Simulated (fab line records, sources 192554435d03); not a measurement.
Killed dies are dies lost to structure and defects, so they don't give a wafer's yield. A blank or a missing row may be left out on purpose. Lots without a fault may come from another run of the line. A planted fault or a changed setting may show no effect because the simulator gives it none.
Which tool did it? | flow n5_finfet | 21 lots, 63 wafers sampled, at 6 steps of a route of 1938

WHAT THE GAUGES READ, wafer by wafer
The record holds no reading of a measuring or inspecting step that can be judged against a usual standard deviation.

WHICH TOOL RAN EACH LOT (tool, then ch and the chambers of the sampled wafers, then the start)
lot  | N5_GATE_CUT_ETCH_56               | N5_GATE_CUT_SAC_CAP_01            | N5_GATE_CUT_STRIP_41               | N5_GATE_CUT_CMP_61            | N5_MOL_CONTACT_COAG_ETCH_105       | N5_MOL_CONTACT_COAG_ETCH_106
L074 | rie_metal-01 ch 1, day 4 10:53    | ald_sin-01 ch 0,2,3, day 4 11:41  | rie_diel-05 ch 1,2,3, day 4 14:58  | cmp-02 ch 1,2, day 4 18:03    | rie_diel-06 ch 0,3, day 4 19:09    | rie_diel-06 ch 0,3, day 4 19:11
L075 | rie_metal-03 ch 0,1, day 4 15:43  | ald_sin-02 ch 0,1, day 4 16:40    | rie_diel-05 ch 0,1,3, day 4 19:57  | cmp-04 ch 1,2,3, day 4 23:17  | rie_diel-06 ch 0,3, day 4 23:58    | rie_diel-06 ch 0,3, day 4 23:59
L077 | rie_metal-02 ch 0,1, day 5 01:39  | ald_sin-03 ch 0,1,3, day 5 02:08  | rie_diel-04 ch 0,1,2, day 5 05:32  | cmp-04 ch 1,2,3, day 5 08:27  | rie_diel-01 ch 0,1, day 5 09:23    | rie_diel-01 ch 0,1, day 5 09:25
L078 | rie_metal-01 ch 0,1, day 5 08:07  | ald_sin-02 ch 0,1,2, day 5 08:38  | rie_diel-05 ch 0,1,3, day 5 12:11  | cmp-04 ch 0,2,3, day 5 15:13  | rie_diel-03 ch 0,1,3, day 5 15:55  | rie_diel-03 ch 0,1,3, day 5 15:56
L079 | rie_metal-03 ch 0,1, day 5 12:50  | ald_sin-02 ch 0,3, day 5 13:20    | rie_diel-04 ch 0,1, day 5 16:37    | cmp-02 ch 0,3, day 5 19:32    | rie_diel-06 ch 0,1,3, day 5 20:31  | rie_diel-06 ch 0,1,3, day 5 20:33
L080 | rie_metal-01 ch 0,1, day 5 19:55  | ald_sin-03 ch 0,2,3, day 5 20:24  | rie_diel-04 ch 0,1,3, day 5 23:48  | cmp-04 ch 0,1,3, day 6 02:44  | rie_diel-06 ch 0,1,3, day 6 03:34  | rie_diel-06 ch 0,1,3, day 6 03:35
L081 | rie_metal-03 ch 0,1, day 6 02:29  | ald_sin-03 ch 0,2, day 6 03:04    | rie_diel-02 ch 1,2, day 6 06:29    | cmp-04 ch 0,1, day 6 09:23    | rie_diel-06 ch 1,2,3, day 6 10:24  | rie_diel-06 ch 1,2,3, day 6 10:26
L082 | rie_metal-02 ch 0,1, day 6 11:04  | ald_sin-02 ch 0,1,2, day 6 11:32  | rie_diel-04 ch 0,1, day 6 14:50    | cmp-03 ch 0,2, day 6 18:22    | rie_diel-01 ch 1,2,3, day 6 19:05  | rie_diel-01 ch 1,2,3, day 6 19:07
L084 | rie_metal-03 ch 0,1, day 6 21:28  | ald_sin-02 ch 0,2,3, day 6 22:07  | rie_diel-05 ch 1,2, day 7 01:41    | cmp-02 ch 0,1,2, day 7 05:17  | rie_diel-06 ch 0,1,3, day 7 06:07  | rie_diel-06 ch 0,1,3, day 7 06:08
L085 | rie_metal-01 ch 0,1, day 7 01:26  | ald_sin-03 ch 0,3, day 7 02:42    | rie_diel-05 ch 0,2, day 7 06:07    | cmp-02 ch 0,1,3, day 7 09:04  | rie_diel-03 ch 1,2,3, day 7 09:50  | rie_diel-03 ch 1,2,3, day 7 09:52
L086 | rie_metal-02 ch 0, day 7 06:46    | ald_sin-03 ch 1,2,3, day 7 07:48  | rie_diel-04 ch 0,1,3, day 7 11:32  | cmp-04 ch 1,2,3, day 7 14:29  | rie_diel-03 ch 0,2,3, day 7 15:19  | rie_diel-03 ch 0,2,3, day 7 15:21
L087 | rie_metal-01 ch 0,1, day 7 12:18  | ald_sin-01 ch 0,1, day 7 12:47    | rie_diel-05 ch 0,2, day 7 16:13    | cmp-04 ch 0,1,2, day 7 19:11  | rie_diel-01 ch 0,1,2, day 7 20:05  | rie_diel-01 ch 0,1,2, day 7 20:07
L088 | rie_metal-02 ch 0, day 7 18:23    | ald_sin-01 ch 0,1,2, day 7 19:02  | rie_diel-04 ch 0,1,3, day 7 22:26  | cmp-04 ch 1,2, day 8 01:37    | rie_diel-03 ch 1,2,3, day 8 02:20  | rie_diel-03 ch 1,2,3, day 8 02:22
L089 | rie_metal-02 ch 0, day 8 00:12    | ald_sin-01 ch 0,2,3, day 8 00:50  | rie_diel-04 ch 2,3, day 8 04:30    | cmp-03 ch 1,2,3, day 8 07:28  | rie_diel-03 ch 1,3, day 8 08:20    | rie_diel-03 ch 1,3, day 8 08:22
L091 | rie_metal-03 ch 0,1, day 8 12:47  | ald_sin-01 ch 1,2,3, day 8 14:32  | rie_diel-02 ch 0,1,2, day 8 17:49  | cmp-04 ch 1,2,3, day 8 22:09  | rie_diel-03 ch 1,3, day 8 22:50    | rie_diel-03 ch 1,3, day 8 22:52
L092 | rie_metal-03 ch 1, day 8 19:05    | ald_sin-01 ch 0,3, day 8 19:56    | rie_diel-02 ch 1,2, day 8 23:14    | cmp-03 ch 1,2,3, day 9 02:24  | rie_diel-06 ch 0,1,2, day 9 03:07  | rie_diel-06 ch 0,1,2, day 9 03:08
L093 | rie_metal-02 ch 1, day 9 05:47    | ald_sin-02 ch 0,2, day 9 06:44    | rie_diel-05 ch 2,3, day 9 10:26    | cmp-04 ch 0,3, day 9 14:02    | rie_diel-03 ch 1,2,3, day 9 14:55  | rie_diel-03 ch 1,2,3, day 9 14:57
L076 | rie_metal-03 ch 0,1, day 9 06:38  | ald_sin-03 ch 1,3, day 9 07:07    | rie_diel-04 ch 1,2,3, day 9 11:04  | cmp-03 ch 0,2,3, day 9 14:17  | rie_diel-06 ch 0,3, day 9 15:25    | rie_diel-06 ch 0,3, day 9 15:26
L095 | rie_metal-01 ch 0,1, day 9 21:44  | ald_sin-01 ch 0,2,3, day 9 22:25  | rie_diel-04 ch 0,2, day 10 01:44   | cmp-04 ch 1,2, day 10 04:46   | rie_diel-06 ch 1,2, day 10 05:26   | rie_diel-06 ch 1,2, day 10 05:28
L097 | rie_metal-02 ch 0,1, day 10 03:11 | ald_sin-02 ch 1,3, day 10 03:41   | rie_diel-02 ch 1,2,3, day 10 07:08 | cmp-03 ch 1,2,3, day 10 10:04 | rie_diel-06 ch 1,2, day 10 10:52   | rie_diel-06 ch 1,2, day 10 10:53
L096 | rie_metal-01 ch 0,1, day 10 03:51 | ald_sin-03 ch 0,1,3, day 10 04:20 | rie_diel-02 ch 0,1,2, day 10 08:10 | cmp-04 ch 1,2,3, day 10 11:04 | rie_diel-06 ch 0,1,3, day 10 11:54 | rie_diel-06 ch 0,1,3, day 10 11:56
- N5_GATE_CUT_ETCH_56: etches TiN in Cl2/Ar, target depth 21.6 nm.
- N5_GATE_CUT_SAC_CAP_01: material SiNx, target thk 24 nm, pulse time 1 s, ald cycles 480.
- N5_GATE_CUT_STRIP_41: strips in CF4.
- N5_GATE_CUT_CMP_61: polishes, stops on SiNx, t overpolish 3 s.
- N5_MOL_CONTACT_COAG_ETCH_105: etches SiARC in CF4, target depth 15.6 nm, time 26 s.
- N5_MOL_CONTACT_COAG_ETCH_106: etches SOC in N2/H2, target depth 80 nm, overetch 16 nm, time 120 s.

WHAT THE TOOLS THEMSELVES READ (means of the sampled wafers that have a number; where no wafer has one, the mark that the record gives instead)
N5_GATE_CUT_ETCH_56.
lot  | tool         | drypump_motor_current_A (A) | oes_product_au (a.u.) | throttle_valve_pct (%)
L074 | rie_metal-01 | 5.1                         | 0.95                  | 21.13
L075 | rie_metal-03 | 5.6                         | 0.64                  | 20.88
L077 | rie_metal-02 | 5.5                         | 0.64                  | 21.03
L078 | rie_metal-01 | 5.4                         | 0.95                  | 21.11
L079 | rie_metal-03 | 5.8                         | 0.65                  | 20.99
L080 | rie_metal-01 | 5.7                         | 0.96                  | 21.09
L081 | rie_metal-03 | 5.8                         | 0.65                  | 20.99
L082 | rie_metal-02 | 5.5                         | 0.63                  | 21.03
L084 | rie_metal-03 | 5.6                         | 0.64                  | 20.89
L085 | rie_metal-01 | 5.4                         | 0.93                  | 21.12
L086 | rie_metal-02 | 5.4                         | 0.66                  | 20.93
L087 | rie_metal-01 | 5.4                         | 0.92                  | 21.13
L088 | rie_metal-02 | 5.4                         | 0.66                  | 20.92
L089 | rie_metal-02 | 5.4                         | 0.65                  | 20.93
L091 | rie_metal-03 | 5.8                         | 0.64                  | 21.02
L092 | rie_metal-03 | 5.3                         | 0.62                  | 20.81
L093 | rie_metal-02 | 5.7                         | 0.94                  | 20.94
L076 | rie_metal-03 | 5.8                         | 0.64                  | 21.03
L095 | rie_metal-01 | 5.8                         | 0.92                  | 21.10
L097 | rie_metal-02 | 5.6                         | 0.82                  | 20.95
L096 | rie_metal-01 | 5.7                         | 0.90                  | 21.11

N5_GATE_CUT_SAC_CAP_01.
lot  | tool       | heater_power_w (W) | precursor_pulse_height_rel
L074 | ald_sin-01 | 800                | 1.001
L075 | ald_sin-02 | 793                | 0.975
L077 | ald_sin-03 | 840                | 0.994
L078 | ald_sin-02 | 864                | 1.003
L079 | ald_sin-02 | 752                | 1.000
L080 | ald_sin-03 | 811                | 1.006
L081 | ald_sin-03 | 779                | 1.000
L082 | ald_sin-02 | 872                | 1.004
L084 | ald_sin-02 | 829                | 0.996
L085 | ald_sin-03 | 858                | 0.997
L086 | ald_sin-03 | 831                | 1.000
L087 | ald_sin-01 | 862                | 1.007
L088 | ald_sin-01 | 804                | 1.016
L089 | ald_sin-01 | 795                | 0.992
L091 | ald_sin-01 | 811                | 1.004
L092 | ald_sin-01 | 807                | 0.998
L093 | ald_sin-02 | 852                | 1.018
L076 | ald_sin-03 | 816                | 1.006
L095 | ald_sin-01 | 778                | 1.005
L097 | ald_sin-02 | 793                | 1.001
L096 | ald_sin-03 | 830                | 0.995

N5_GATE_CUT_STRIP_41.
lot  | tool        | drypump_motor_current_A (A) | oes_product_au (a.u.) | rf_vpp_V (V) | showerhead_plenum_p_Torr (Torr) | throttle_valve_pct (%)
L074 | rie_diel-05 | 5.7                         | 0.183                 | 271.1        | 1.76                            | 13.62
L075 | rie_diel-05 | 5.5                         | 0.180                 | 271.2        | 1.80                            | 13.74
L077 | rie_diel-04 | 5.1                         | 0.171                 | 272.4        | 1.87                            | 13.73
L078 | rie_diel-05 | 5.5                         | 0.174                 | 271.8        | 1.80                            | 13.75
L079 | rie_diel-04 | 5.3                         | 0.174                 | 271.8        | 1.88                            | 13.56
L080 | rie_diel-04 | 5.2                         | 0.170                 | 272.9        | 1.84                            | 13.70
L081 | rie_diel-02 | 5.9                         | 0.196                 | 271.8        | 1.83                            | 13.64
L082 | rie_diel-04 | 5.2                         | 0.180                 | 272.5        | 1.88                            | 13.61
L084 | rie_diel-05 | 5.9                         | 0.185                 | 270.8        | 1.75                            | 13.70
L085 | rie_diel-05 | 5.2                         | 0.162                 | 271.3        | 1.79                            | 13.98
L086 | rie_diel-04 | 5.2                         | 0.171                 | 272.2        | 1.84                            | 13.73
L087 | rie_diel-05 | 5.5                         | 0.169                 | 271.1        | 1.76                            | 13.88
L088 | rie_diel-04 | 5.3                         | 0.167                 | 272.6        | 1.84                            | 13.73
L089 | rie_diel-04 | 5.2                         | 0.172                 | 271.5        | 1.79                            | 13.83
L091 | rie_diel-02 | 5.8                         | 0.187                 | 272.3        | 1.83                            | 13.67
L092 | rie_diel-02 | 5.8                         | 0.180                 | 272.4        | 1.84                            | 13.64
L093 | rie_diel-05 | 5.6                         | 0.169                 | 269.5        | 1.72                            | 13.75
L076 | rie_diel-04 | 5.1                         | 0.180                 | 272.7        | 1.83                            | 13.75
L095 | rie_diel-04 | 5.2                         | 0.178                 | 272.2        | 1.86                            | 13.58
L097 | rie_diel-02 | 5.8                         | 0.193                 | 272.7        | 1.86                            | 13.60
L096 | rie_diel-02 | 5.7                         | 0.181                 | 272.1        | 1.83                            | 13.69

N5_GATE_CUT_CMP_61.
lot  | tool   | head_pressure_psi (psi) | motor_current_A (A)
L074 | cmp-02 | 3.997                   | 14.3
L075 | cmp-04 | 3.997                   | 13.3
L077 | cmp-04 | 3.996                   | 13.1
L078 | cmp-04 | 3.997                   | 13.6
L079 | cmp-02 | 3.996                   | 11.2
L080 | cmp-04 | 4.002                   | 12.7
L081 | cmp-04 | 3.994                   | 12.1
L082 | cmp-03 | 3.999                   | 11.6
L084 | cmp-02 | 3.988                   | 13.7
L085 | cmp-02 | 4.005                   | 13.0
L086 | cmp-04 | 4.005                   | 13.6
L087 | cmp-04 | 4.010                   | 12.0
L088 | cmp-04 | 3.995                   | 12.6
L089 | cmp-03 | 4.009                   | 10.5
L091 | cmp-04 | 3.993                   | 13.5
L092 | cmp-03 | 4.005                   | 10.3
L093 | cmp-04 | 3.997                   | 13.4
L076 | cmp-03 | 3.999                   | 11.9
L095 | cmp-04 | 3.997                   | 12.0
L097 | cmp-03 | 4.005                   | 10.7
L096 | cmp-04 | 4.006                   | 13.6

N5_MOL_CONTACT_COAG_ETCH_105.
lot  | tool        | drypump_motor_current_A (A) | etch_rf_on_time_s (s) | oes_product_au (a.u.) | rf_vpp_V (V) | showerhead_plenum_p_Torr (Torr) | throttle_valve_pct (%)
L074 | rie_diel-06 | 5.4                         | 25.6                  | 0.68                  | 185.2        | 2.19                            | 15.79
L075 | rie_diel-06 | 5.6                         | 25.4                  | 0.71                  | 184.4        | 2.14                            | 15.57
L077 | rie_diel-01 | 5.6                         | 25.4                  | 0.74                  | 185.8        | 2.25                            | 15.35
L078 | rie_diel-03 | 5.4                         | 26.3                  | 0.64                  | 184.4        | 2.17                            | 15.73
L079 | rie_diel-06 | 5.5                         | 25.7                  | 0.67                  | 184.7        | 2.17                            | 15.79
L080 | rie_diel-06 | 5.5                         | 25.6                  | 0.66                  | 184.8        | 2.17                            | 15.80
L081 | rie_diel-06 | 5.4                         | 25.7                  | 0.66                  | 185.0        | 2.20                            | 15.86
L082 | rie_diel-01 | 5.5                         | 26.6                  | 0.67                  | 184.9        | 2.18                            | 15.67
L084 | rie_diel-06 | 5.5                         | 25.6                  | 0.66                  | 183.9        | 2.17                            | 15.81
L085 | rie_diel-03 | 5.7                         | 27.2                  | 0.63                  | 184.5        | 2.15                            | 15.63
L086 | rie_diel-03 | 5.6                         | 26.9                  | 0.60                  | 184.4        | 2.16                            | 15.81
L087 | rie_diel-01 | 5.6                         | 26.0                  | 0.66                  | 184.9        | 2.23                            | 15.67
L088 | rie_diel-03 | 5.7                         | 26.9                  | 0.63                  | 183.3        | 2.14                            | 15.64
L089 | rie_diel-03 | 5.6                         | 26.5                  | 0.64                  | 183.9        | 2.16                            | 15.61
L091 | rie_diel-03 | 5.3                         | 26.3                  | 0.63                  | 183.2        | 2.15                            | 15.64
L092 | rie_diel-06 | 5.7                         | 25.5                  | 0.68                  | 183.7        | 2.14                            | 15.67
L093 | rie_diel-03 | 5.7                         | 26.7                  | 0.62                  | 183.9        | 2.14                            | 15.67
L076 | rie_diel-06 | 5.4                         | 25.5                  | 0.64                  | 184.9        | 2.18                            | 15.88
L095 | rie_diel-06 | 5.6                         | 25.9                  | 0.63                  | 183.9        | 2.17                            | 15.90
L097 | rie_diel-06 | 5.5                         | 25.7                  | 0.66                  | 184.0        | 2.16                            | 15.75
L096 | rie_diel-06 | 5.5                         | 25.7                  | 0.64                  | 183.8        | 2.16                            | 15.86

N5_MOL_CONTACT_COAG_ETCH_106.
lot  | tool        | drypump_motor_current_A (A) | h2_flow_sccm (sccm) | oes_product_au (a.u.) | rf_vpp_V (V) | showerhead_plenum_p_Torr (Torr) | temp_c (C) | throttle_valve_pct (%)
L074 | rie_diel-06 | 5.4                         | 200.3               | 0.70                  | 523.5        | 2.60                            | 40.07      | 18.1
L075 | rie_diel-06 | 5.6                         | 199.9               | 0.74                  | 523.2        | 2.53                            | 39.90      | 17.7
L077 | rie_diel-01 | 5.6                         | 200.4               | 0.76                  | 527.4        | 2.70                            | 40.09      | 17.7
L078 | rie_diel-03 | 5.4                         | 199.8               | 0.67                  | 524.8        | 2.57                            | 40.01      | 17.8
L079 | rie_diel-06 | 5.6                         | 199.7               | 0.69                  | 524.6        | 2.58                            | 40.03      | 18.0
L080 | rie_diel-06 | 5.6                         | 200.2               | 0.69                  | 525.7        | 2.58                            | 39.95      | 18.0
L081 | rie_diel-06 | 5.4                         | 200.2               | 0.69                  | 526.8        | 2.62                            | 39.87      | 18.1
L082 | rie_diel-01 | 5.6                         | 199.7               | 0.71                  | 524.7        | 2.60                            | 39.94      | 17.9
L084 | rie_diel-06 | 5.6                         | 200.1               | 0.68                  | 525.4        | 2.57                            | 40.07      | 18.0
L085 | rie_diel-03 | 5.8                         | 200.2               | 0.67                  | 523.3        | 2.54                            | 40.09      | 17.7
L086 | rie_diel-03 | 5.6                         | 200.1               | 0.65                  | 524.5        | 2.55                            | 40.04      | 17.9
L087 | rie_diel-01 | 5.6                         | 199.7               | 0.69                  | 527.0        | 2.66                            | 40.01      | 18.0
L088 | rie_diel-03 | 5.8                         | 200.0               | 0.67                  | 522.7        | 2.53                            | 39.96      | 17.7
L089 | rie_diel-03 | 5.6                         | 200.2               | 0.68                  | 525.0        | 2.54                            | 40.01      | 17.7
L091 | rie_diel-03 | 5.3                         | 199.9               | 0.67                  | 523.7        | 2.55                            | 39.86      | 17.9
L092 | rie_diel-06 | 5.7                         | 199.0               | 0.69                  | 523.7        | 2.54                            | 39.97      | 17.8
L093 | rie_diel-03 | 5.7                         | 200.7               | 0.66                  | 522.8        | 2.53                            | 40.00      | 17.8
L076 | rie_diel-06 | 5.4                         | 199.7               | 0.67                  | 525.4        | 2.58                            | 40.05      | 18.1
L095 | rie_diel-06 | 5.6                         | 199.9               | 0.66                  | 525.4        | 2.59                            | 39.98      | 18.1
L097 | rie_diel-06 | 5.5                         | 200.0               | 0.69                  | 524.9        | 2.57                            | 40.03      | 17.9
L096 | rie_diel-06 | 5.5                         | 199.8               | 0.66                  | 524.1        | 2.56                            | 39.98      | 18.0

THE ANSWER, worked out from the rows above alone
Rule: what is usual is taken from the lots themselves. Put in order of their means at a reading, lots are off if they are a third of the lots or fewer, leave a main group of 4 or more, and stand apart from it by a gap of 3 or more times the standard deviation of the main group's means; of several such gaps the widest counts. A main group whose means are all the same, to the digits that the tables above print for the reading, isn't used. A lot without any number at a reading at which 4 lots or more have one is off too. The other lots that the step has rows for count as sound. The gauges are gone through in route order, then the tools' own readings, and for those a lot's mean is taken as printed above. The first step at which some lot is off is used, and at that step the reading that is off furthest; a lot without a number counts as furthest.
No lot is off at any reading shown: from this, nothing can be told.

WHAT THE SIMULATOR HAD PUT IN
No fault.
